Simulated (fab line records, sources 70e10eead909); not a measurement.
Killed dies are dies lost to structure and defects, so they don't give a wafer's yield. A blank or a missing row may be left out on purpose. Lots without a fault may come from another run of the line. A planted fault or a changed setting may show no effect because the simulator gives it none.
Chamber matching | flow nand_harc | NHARC_P_M1_STRIP_18 on rie_diel-12: 4 sister chambers
The step strips in N2/H2. 14 wafers are shown with their chamber, then 7 later ones without.

WAFERS WITH THEIR CHAMBER
wafer  | chamber | drypump_motor_current_A (A) | rf_vpp_V (V) | oes_product_au (a.u.)
L201.1 | 0       | 5.66                        | 92.7         | 0.997
L201.2 | 2       | 5.74                        | 91.8         | 0.997
L201.3 | 2       | 5.76                        | 92.5         | 1.002
L203.1 | 0       | 5.64                        | 91.9         | 0.995
L203.5 | 0       | 5.68                        | 93.4         | 1.007
L203.6 | 2       | 5.80                        | 92.9         | 0.993
L205.1 | 0       | 5.68                        | 92.4         | 1.001
L205.2 | 1       | 5.39                        | 89.6         | 1.000
L205.3 | 2       | 5.75                        | 93.0         | 1.015
L207.1 | 1       | 5.39                        | 91.2         | 1.014
L207.3 | 0       | 5.63                        | 93.5         | 1.012
L207.4 | 2       | 5.78                        | 93.1         | 1.006
L216.1 | 1       | 5.37                        | 90.6         | 0.999
L216.2 | 3       | 4.84                        | 90.0         | 1.019

SIGNATURES (means of the wafers above)
reading                 | chamber 0 | chamber 1 | chamber 2 | chamber 3 | scatter within a chamber
drypump_motor_current_A | 5.6580    | 5.3833    | 5.7660    | 4.8400    | 0.0216
rf_vpp_V                | 92.780    | 90.467    | 92.660    | 90.000    | 0.653
oes_product_au          | 1.00240   | 1.00433   | 1.00260   | 1.01900   | 0.00793
Rule: a wafer's distance from a chamber is the root of the sum, over the readings, of the square of ((its reading less the chamber's mean) divided by the reading's scatter). The wafer belongs to the nearest chamber; if the next one is less than 2 further off, it can't be placed. The scatter: the root of (the sum of the squares of (reading less its chamber's mean) over the shown wafers, divided by (wafers less chambers)).

WAFERS WITHOUT THEIR CHAMBER
wafer  | drypump_motor_current_A (A) | rf_vpp_V (V) | oes_product_au (a.u.)
L216.6 | 4.86                        | 90.6         | 1.008
L217.1 | 5.73                        | 92.7         | 1.003
L217.5 | 5.71                        | 92.6         | 1.004
L217.6 | 4.85                        | 89.2         | 1.020
L222.2 | 5.63                        | 91.2         | 1.008
L222.5 | 5.70                        | 90.6         | 1.004
L222.6 | 5.39                        | 90.1         | 1.002

WHICH CHAMBER EACH WENT THROUGH
wafer  | from the rows above     | in truth
L216.6 | 3                       | 3
L217.1 | can't be placed: 2 or 0 | 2
L217.5 | can't be placed: 0 or 2 | 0
L217.6 | 3                       | 3
L222.2 | 0                       | 0
L222.5 | can't be placed: 0 or 2 | 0
L222.6 | 1                       | 1
Placed correctly: 4 of 7. Can't be placed from these rows: 3 (the true chamber is among the candidates in 3). Placed wrongly: 0.
